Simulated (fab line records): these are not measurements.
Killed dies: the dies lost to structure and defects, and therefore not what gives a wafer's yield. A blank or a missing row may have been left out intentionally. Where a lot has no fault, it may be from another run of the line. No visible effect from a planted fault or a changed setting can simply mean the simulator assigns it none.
Lot-split experiment    flow n5_finfet    7 lots, 21 wafers read, on a route of 1938 steps

== ABOUT THE SPLIT ==
At N5_FIN_SAQP_PEB_14 (peb time 60 s), the setting peb_time_s was moved away from the recipe's 60 s on 6 of the 21 wafers read, by -16.3% to +19.4%. For the rest of the wafers, this setting stayed at what the recipe calls for.

== FROM THE SPLIT TO THE READING: what the file shows between them, 1 step ==
- N5_FIN_SAQP_DEVELOP_15: develop time 30 s (also split here: develop_time_s)

== THE READING ==
Shown in nm: cd_nm at N5_FIN_SAQP_CD_MEAS_16, with target cd 35.6 nm. A value of 35.60 nm with a standard deviation of 0.3 nm is what fault-free wafers of this fab line usually give.

wafer   tool, chamber at the split  peb_time_s as run, s  against the recipe  cd_nm, nm  against lot-mates on the recipe
L078.1  litho_track-02, 0           65.87                 +9.8%               34.21      -1.40
L078.4  litho_track-02, 0           60                    recipe              35.61      -
L078.5  litho_track-02, 0           65.87                 +9.8%               33.58      -2.03
L080.3  litho_track-04, 0           60                    recipe              35.92      -
L080.4  litho_track-04, 0           60                    recipe              35.22      -
L080.6  litho_track-04, 0           60                    recipe              35.34      -
L081.2  litho_track-02, 0           60                    recipe              35.33      -
L081.3  litho_track-02, 0           60                    recipe              35.37      -
L081.5  litho_track-02, 0           60                    recipe              35.27      -
L088.1  litho_track-02, 0           71.61                 +19.4%              33.61      -1.98
L088.3  litho_track-02, 0           60                    recipe              35.59      -
L088.5  litho_track-02, 0           71.61                 +19.4%              33.33      -2.26
L091.1  litho_track-02, 0           60                    recipe              36.15      -
L091.2  litho_track-02, 0           60                    recipe              36.41      -
L091.6  litho_track-02, 0           60                    recipe              35.76      -
L093.1  litho_track-01, 0           50.23                 -16.3%              37.88      +2.32
L093.2  litho_track-01, 0           60                    recipe              35.59      -
L093.4  litho_track-01, 0           60                    recipe              35.53      -
L096.2  litho_track-02, 0           60                    recipe              35.40      -
L096.5  litho_track-02, 0           60                    recipe              35.53      -
L096.6  litho_track-02, 0           64.44                 +7.4%               35.01      -0.46

FIT RESULTS
A straight line over all 21 wafers: cd_nm changes by -0.125 nm for each +1% of peb_time_s; r = -0.93; the points scatter about the line by 0.37 nm.
The same after taking each lot's own level away (the mean of its wafers on the recipe; 21 wafers): -0.125 nm for each +1%; r = -0.96; scatter 0.3 nm.
According to that fit, moving peb_time_s by its largest amount changes the reading by 2.4 nm.
The span of the lots' own levels, 35.323 to 36.107 nm, comes to 2.6 times the standard deviation stated above.
The two slopes are in agreement: the lot-to-lot level therefore moves the slope only a little.
Check: -2.58 nm against its lot-mates is what the line predicts for one of the wafers moved furthest among these (+19.4%) when that wafer is left out of the fit. It came out at -1.98 nm against them.

== THE OTHER SPLITS THESE WAFERS WENT THROUGH ==
Note: prior to the reading, these wafers also went through further splits. Each is held against what the fit with the lots' levels taken away leaves over:
other split on the same wafers           wafers away from the commonest value  r with cd_nm (lot level and that fit taken away)
N5_ZERO_LAYER_COAT_05 spin_rpm           10                                    +0.08
N5_ZERO_LAYER_DEVELOP_10 develop_time_s  7                                     +0.26
N5_WELL_APT_COAT_02 spin_rpm             2                                     +0.14
N5_WELL_APT_EXPOSE_05 dose_mj            7                                     -0.18
N5_FIN_SAQP_DEVELOP_15 develop_time_s    4                                     -0.48

== FILE'S OWN FIT ==
cd_nm changes by -0.125 nm for each +1% of peb_time_s, r = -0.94.
